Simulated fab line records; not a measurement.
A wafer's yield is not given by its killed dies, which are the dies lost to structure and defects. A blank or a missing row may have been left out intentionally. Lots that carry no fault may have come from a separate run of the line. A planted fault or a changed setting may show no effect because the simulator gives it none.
Lot-split experiment	flow n5Finfet	21 wafers read across 7 lots, on a route 1938 steps long

## THE SPLIT
At N5_BEOL_M11_COAT_59 (time 60 s, resist thk 100 nm), the setting spinRpm was moved away from the recipe's 1500 rpm on 9 of the 21 wafers read, by -8.3% to +9.6%. This setting was run at the recipe's value on the other wafers.

## FROM THE SPLIT TO THE READING: what the file shows between them, 7 steps
- N5_BEOL_M11_COAT_60: time 60 s, resist thk 30 nm
- N5_BEOL_M11_COAT_05: resist thk 90 nm
- N5_BEOL_M11_DESCUM_16: chemistry O2, time 7.9 s
- N5_BEOL_M11_ETCH_61: etches SiARC in CF4, target depth 39 nm, time 65 s
- N5_BEOL_M11_ETCH_62: etches SOC in N2/H2, target depth 110 nm, overetch 22 nm, time 165 s
- N5_BEOL_M11_STRIP_68: strips in N2/H2
- N5_BEOL_M11_STRIP_67: strips in CF4

## THE READING
SOC_of_BEOL_M11_COAT_59.thkNm (the simulator's own value, which no gauge read), in nm, at N5_BEOL_M11_HM_OPEN_17 (chemistry Cl2/BCl3, target TiN, target depth 20 nm, overetch 6 nm). No usual value for it is given in the file. Average 92.0 nm, standard deviation 0.34 nm, over the 12 wafers here run with the recipe.

wafer	tool, chamber at the split	spinRpm as run, rpm	against the recipe	SOC_of_BEOL_M11_COAT_59.thkNm, nm	against lot-mates on the recipe
L074.2	lithoTrack-02, 0	1500	recipe	92	-
L074.4	lithoTrack-02, 0	1500	recipe	92	-
L074.6	lithoTrack-02, 0	1500	recipe	92	-
L075.2	lithoTrack-01, 0	1644	+9.6%	86.8	-4.4
L075.6	lithoTrack-01, 0	1644	+9.6%	86.8	-4.4
L075.5	lithoTrack-01, 0	1500	recipe	91.2	-
L080.1	lithoTrack-03, 0	1543	+2.9%	91	no lot-mate on the recipe
L080.4	lithoTrack-03, 0	1543	+2.9%	91	no lot-mate on the recipe
L080.5	lithoTrack-03, 0	1543	+2.9%	91.2	no lot-mate on the recipe
L086.2	lithoTrack-03, 0	1500	recipe	92.4	-
L086.4	lithoTrack-03, 0	1376	-8.3%	97	+4.6
L086.5	lithoTrack-03, 0	1376	-8.3%	96.8	+4.4
L087.1	lithoTrack-01, 0	1500	recipe	92.4	-
L087.2	lithoTrack-01, 0	1500	recipe	92.4	-
L087.6	lithoTrack-01, 0	1389	-7.4%	96.6	+4.2
L095.1	lithoTrack-02, 0	1500	recipe	92.2	-
L095.2	lithoTrack-02, 0	1439	-4.1%	94.4	+2.4
L095.4	lithoTrack-02, 0	1500	recipe	91.8	-
L096.1	lithoTrack-02, 0	1500	recipe	92.4	-
L096.2	lithoTrack-02, 0	1500	recipe	92	-
L096.4	lithoTrack-02, 0	1500	recipe	91.8	-

FIT RESULTS
A straight line over all 21 wafers: SOC_of_BEOL_M11_COAT_59.thkNm changes by -0.558 nm for each +1% of spinRpm; r = -0.99; the points scatter about the line by 0.36 nm.
The same after taking each lot's own level away (the mean of its wafers on the recipe; 18 wafers): -0.506 nm for each +1%; r = -1.00; scatter 0.24 nm.
According to that fit, moving spinRpm by its largest amount changes the reading by 4.9 nm.
From 91.20 to 92.40 nm: that is the span of the lots' own levels, equal to 3.6 times the standard deviation above.
So the lot-to-lot level changes the slope: the two fits differ.
Check: for one of the wafers moved furthest among these (+9.6%), held out of the fit, the line's prediction against its lot-mates is -4.88 nm. It came out at -4.4 nm against them.

## THE OTHER SPLITS THESE WAFERS WENT THROUGH
Note: prior to the reading, these wafers also went through further splits. Each is held against what the fit with the lots' levels taken away leaves over:
other split on the same wafers	wafers away from the commonest value	r with SOC_of_BEOL_M11_COAT_59.thkNm (lot level and that fit taken away)
N5_BEOL_M9_ILD_DEP_00 timeS	4	-0.29
N5_BEOL_M9_ETCH_65 biasW	5	-0.49
N5_BEOL_M9_TRENCH_ETCH_37 biasW	5	+0.04
N5_BEOL_M10_COAT_63 spinRpm	6	-0.19

## THE WHOLE CHAIN: every reading that the file lists as answering this split, in the file's order
step	what it does	reading	change (the file's fit)	r (the file's)
N5_BEOL_M11_COAT_59	time 60 s, resist thk 100 nm	SOC_of_BEOL_M11_COAT_59.thkNm (the simulator's own value, which no gauge read)	-0.527 nm for each +1% of the setting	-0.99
N5_BEOL_M11_ETCH_62	etches SOC in N2/H2, target depth 110 nm, overetch 22 nm, time 165 s	etch.depthNm (the simulator's own value, which no gauge read)	-0.521 nm for each +1% of the setting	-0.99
N5_BEOL_M11_HM_OPEN_17	chemistry Cl2/BCl3, target TiN, target depth 20 nm, overetch 6 nm	SOC_of_BEOL_M11_COAT_59.thkNm (the simulator's own value, which no gauge read)	-0.519 nm for each +1% of the setting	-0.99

## FILE'S OWN FIT
SOC_of_BEOL_M11_COAT_59.thkNm changes by -0.519 nm for each +1% of spinRpm, r = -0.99.
